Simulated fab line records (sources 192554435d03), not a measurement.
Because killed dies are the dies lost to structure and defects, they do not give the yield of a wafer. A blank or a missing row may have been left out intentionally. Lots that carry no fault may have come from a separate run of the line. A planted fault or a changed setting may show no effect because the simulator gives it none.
Lot-split experiment :: flow n5Finfet :: on a route of 1938 steps: 7 lots, 21 wafers read

## THE SPLIT ITSELF
At N5_BEOL_M2_HM_DEP_02 (deposits TiN, target thk 20 nm), the setting targetThkA was moved away from the recipe's 200 angstrom on 5 of the 21 wafers read, by -8.1% to +11.3%. All remaining wafers had this setting at the recipe value.

Reading taken at the split's own step.

## THE READING
TiN_of_BEOL_M2_HM_DEP_02.thkNm (the simulator's own value, which no gauge read), in nm, at N5_BEOL_M2_HM_DEP_02 (deposits TiN, target thk 20 nm). No usual value for it is given in the file. The 16 wafers here that ran the recipe average 19.9 nm, standard deviation 0.27 nm.

wafer: L078.1
tool, chamber at the split: pvdSputter-03, -
targetThkA as run, angstrom: 200
against the recipe: recipe
TiN_of_BEOL_M2_HM_DEP_02.thkNm, nm: 20
against lot-mates on the recipe: -

wafer: L078.5
tool, chamber at the split: pvdSputter-03, -
targetThkA as run, angstrom: 200
against the recipe: recipe
TiN_of_BEOL_M2_HM_DEP_02.thkNm, nm: 20
against lot-mates on the recipe: -

wafer: L078.6
tool, chamber at the split: pvdSputter-03, -
targetThkA as run, angstrom: 200
against the recipe: recipe
TiN_of_BEOL_M2_HM_DEP_02.thkNm, nm: 19.8
against lot-mates on the recipe: -

wafer: L084.4
tool, chamber at the split: pvdSputter-02, -
targetThkA as run, angstrom: 200
against the recipe: recipe
TiN_of_BEOL_M2_HM_DEP_02.thkNm, nm: 19.6
against lot-mates on the recipe: -

wafer: L084.5
tool, chamber at the split: pvdSputter-02, -
targetThkA as run, angstrom: 183.9
against the recipe: -8.1%
TiN_of_BEOL_M2_HM_DEP_02.thkNm, nm: 17.8
against lot-mates on the recipe: -2.1

wafer: L084.6
tool, chamber at the split: pvdSputter-02, -
targetThkA as run, angstrom: 200
against the recipe: recipe
TiN_of_BEOL_M2_HM_DEP_02.thkNm, nm: 20.2
against lot-mates on the recipe: -

wafer: L085.4
tool, chamber at the split: pvdSputter-01, -
targetThkA as run, angstrom: 200
against the recipe: recipe
TiN_of_BEOL_M2_HM_DEP_02.thkNm, nm: 19.6
against lot-mates on the recipe: -

wafer: L085.5
tool, chamber at the split: pvdSputter-01, -
targetThkA as run, angstrom: 191.8
against the recipe: -4.1%
TiN_of_BEOL_M2_HM_DEP_02.thkNm, nm: 18.6
against lot-mates on the recipe: -1.1

wafer: L085.6
tool, chamber at the split: pvdSputter-01, -
targetThkA as run, angstrom: 200
against the recipe: recipe
TiN_of_BEOL_M2_HM_DEP_02.thkNm, nm: 19.8
against lot-mates on the recipe: -

wafer: L087.3
tool, chamber at the split: pvdSputter-02, -
targetThkA as run, angstrom: 200
against the recipe: recipe
TiN_of_BEOL_M2_HM_DEP_02.thkNm, nm: 19.6
against lot-mates on the recipe: -

wafer: L087.5
tool, chamber at the split: pvdSputter-02, -
targetThkA as run, angstrom: 200
against the recipe: recipe
TiN_of_BEOL_M2_HM_DEP_02.thkNm, nm: 19.8
against lot-mates on the recipe: -

wafer: L087.6
tool, chamber at the split: pvdSputter-02, -
targetThkA as run, angstrom: 222.6
against the recipe: +11.3%
TiN_of_BEOL_M2_HM_DEP_02.thkNm, nm: 22.2
against lot-mates on the recipe: +2.5

wafer: L089.1
tool, chamber at the split: pvdSputter-01, -
targetThkA as run, angstrom: 200
against the recipe: recipe
TiN_of_BEOL_M2_HM_DEP_02.thkNm, nm: 19.8
against lot-mates on the recipe: -

wafer: L089.2
tool, chamber at the split: pvdSputter-01, -
targetThkA as run, angstrom: 200
against the recipe: recipe
TiN_of_BEOL_M2_HM_DEP_02.thkNm, nm: 19.8
against lot-mates on the recipe: -

wafer: L089.4
tool, chamber at the split: pvdSputter-01, -
targetThkA as run, angstrom: 200
against the recipe: recipe
TiN_of_BEOL_M2_HM_DEP_02.thkNm, nm: 19.6
against lot-mates on the recipe: -

wafer: L094.1
tool, chamber at the split: pvdSputter-03, -
targetThkA as run, angstrom: 200
against the recipe: recipe
TiN_of_BEOL_M2_HM_DEP_02.thkNm, nm: 20.2
against lot-mates on the recipe: -

wafer: L094.4
tool, chamber at the split: pvdSputter-03, -
targetThkA as run, angstrom: 200
against the recipe: recipe
TiN_of_BEOL_M2_HM_DEP_02.thkNm, nm: 20.2
against lot-mates on the recipe: -

wafer: L094.5
tool, chamber at the split: pvdSputter-03, -
targetThkA as run, angstrom: 200
against the recipe: recipe
TiN_of_BEOL_M2_HM_DEP_02.thkNm, nm: 20.4
against lot-mates on the recipe: -

wafer: L097.1
tool, chamber at the split: pvdSputter-02, -
targetThkA as run, angstrom: 218.8
against the recipe: +9.4%
TiN_of_BEOL_M2_HM_DEP_02.thkNm, nm: 21.8
against lot-mates on the recipe: +1.4

wafer: L097.2
tool, chamber at the split: pvdSputter-02, -
targetThkA as run, angstrom: 218.8
against the recipe: +9.4%
TiN_of_BEOL_M2_HM_DEP_02.thkNm, nm: 22.2
against lot-mates on the recipe: +1.8

wafer: L097.6
tool, chamber at the split: pvdSputter-02, -
targetThkA as run, angstrom: 200
against the recipe: recipe
TiN_of_BEOL_M2_HM_DEP_02.thkNm, nm: 20.4
against lot-mates on the recipe: -

THE FIT
A straight line over all 21 wafers: TiN_of_BEOL_M2_HM_DEP_02.thkNm changes by +0.229 nm for each +1% of targetThkA; r = +0.96; the points scatter about the line by 0.29 nm.
The same after taking each lot's own level away (the mean of its wafers on the recipe; 21 wafers): +0.209 nm for each +1%; r = +0.98; scatter 0.21 nm.
That fit puts the effect of the largest move of targetThkA on the reading at 2.4 nm.
From 19.70 to 20.40 nm: that is the span of the lots' own levels, equal to 2.6 times the standard deviation above.
The two slopes agree, so the slope changes little with the lot-to-lot level.
Check: for one of the wafers moved furthest among these (+11.3%), held out of the fit, the line's prediction against its lot-mates is +2.21 nm. Against them it came out at +2.5 nm.

## FURTHER SPLITS ON THESE WAFERS
Note: prior to the reading, these wafers also went through further splits. Each is held against what the fit with the lots' levels taken away leaves over:
other split on the same wafers: N5_GATE_CUT_EXPOSE_10 doseMj
wafers away from the commonest value: 8
r with TiN_of_BEOL_M2_HM_DEP_02.thkNm (lot level and that fit taken away): +0.35

other split on the same wafers: N5_GATE_CUT_ETCH_36 cf4FlowSccm
wafers away from the commonest value: 7
r with TiN_of_BEOL_M2_HM_DEP_02.thkNm (lot level and that fit taken away): +0.45

other split on the same wafers: N5_MOL_CONTACT_COAG_COAT_58 spinRpm
wafers away from the commonest value: 8
r with TiN_of_BEOL_M2_HM_DEP_02.thkNm (lot level and that fit taken away): +0.23

other split on the same wafers: N5_MOL_CONTACT_COAG_EXPOSE_05 doseMj
wafers away from the commonest value: 3
r with TiN_of_BEOL_M2_HM_DEP_02.thkNm (lot level and that fit taken away): +0.56

other split on the same wafers: N5_MOL_CONTACT_COAG_EXPOSE_81 doseMj
wafers away from the commonest value: 7
r with TiN_of_BEOL_M2_HM_DEP_02.thkNm (lot level and that fit taken away): +0.32

other split on the same wafers: N5_MOL_CONTACT_COAG_ETCH_91 timeS
wafers away from the commonest value: 10
r with TiN_of_BEOL_M2_HM_DEP_02.thkNm (lot level and that fit taken away): +0.06

other split on the same wafers: N5_BEOL_M0_SAQP_COAT_08 spinRpm
wafers away from the commonest value: 8
r with TiN_of_BEOL_M2_HM_DEP_02.thkNm (lot level and that fit taken away): -0.02

other split on the same wafers: N5_BEOL_M0_ETCH_109 biasW
wafers away from the commonest value: 6
r with TiN_of_BEOL_M2_HM_DEP_02.thkNm (lot level and that fit taken away): +0.28

other split on the same wafers: N5_BEOL_M1_ETCH_64 sourceW
wafers away from the commonest value: 2
r with TiN_of_BEOL_M2_HM_DEP_02.thkNm (lot level and that fit taken away): -0.19

## FILE'S OWN FIT
TiN_of_BEOL_M2_HM_DEP_02.thkNm changes by +0.217 nm for each +1% of targetThkA, r = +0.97.
